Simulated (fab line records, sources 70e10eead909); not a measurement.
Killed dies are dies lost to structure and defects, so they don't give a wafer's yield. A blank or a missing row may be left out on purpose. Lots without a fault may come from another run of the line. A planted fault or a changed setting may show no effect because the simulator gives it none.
Chamber matching | flow nand_harc | NHARC_A_SLIT_DEP_23 on pecvd-02: 3 sister chambers
The step deposits SiON, target thk 100 nm. 6 wafers are shown with their chamber, then 9 later ones without.

WAFERS WITH THEIR CHAMBER
wafer  | chamber | heater_power_w (W)
L085.6 | 0       | 643
L088.3 | 2       | 892
L088.6 | 0       | 655
L087.1 | 1       | 721
L087.3 | 2       | 801
L087.5 | 1       | 720

WAFERS WITHOUT THEIR CHAMBER
wafer  | heater_power_w (W)
L093.4 | 846
L093.5 | 559
L093.6 | 656
L092.2 | 732
L092.4 | 721
L092.5 | 669
L096.3 | 662
L096.5 | 828
L096.6 | 668

WHICH CHAMBER EACH WENT THROUGH
wafer  | from the rows above     | in truth
L093.4 | 2                       | 2
L093.5 | can't be placed: 0 or 1 | 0
L093.6 | can't be placed: 0 or 1 | 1
L092.2 | can't be placed: 1 or 0 | 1
L092.4 | can't be placed: 1 or 0 | 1
L092.5 | can't be placed: 0 or 1 | 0
L096.3 | can't be placed: 0 or 1 | 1
L096.5 | 2                       | 2
L096.6 | can't be placed: 0 or 1 | 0
Placed correctly: 2 of 9. Can't be placed from these rows: 7 (the true chamber is among the candidates in 7). Placed wrongly: 0.
How it was worked out, from the rows above alone: a wafer's distance from a chamber is the root of the sum, over the readings, of the square of ((its reading less the chamber's mean) divided by the reading's scatter). The wafer belongs to the nearest chamber; if the next one is less than 2 further off, it can't be placed. A chamber's mean is the mean of its shown wafers. The scatter: the root of (the sum of the squares of (reading less its chamber's mean) over the shown wafers, divided by (wafers less chambers)).
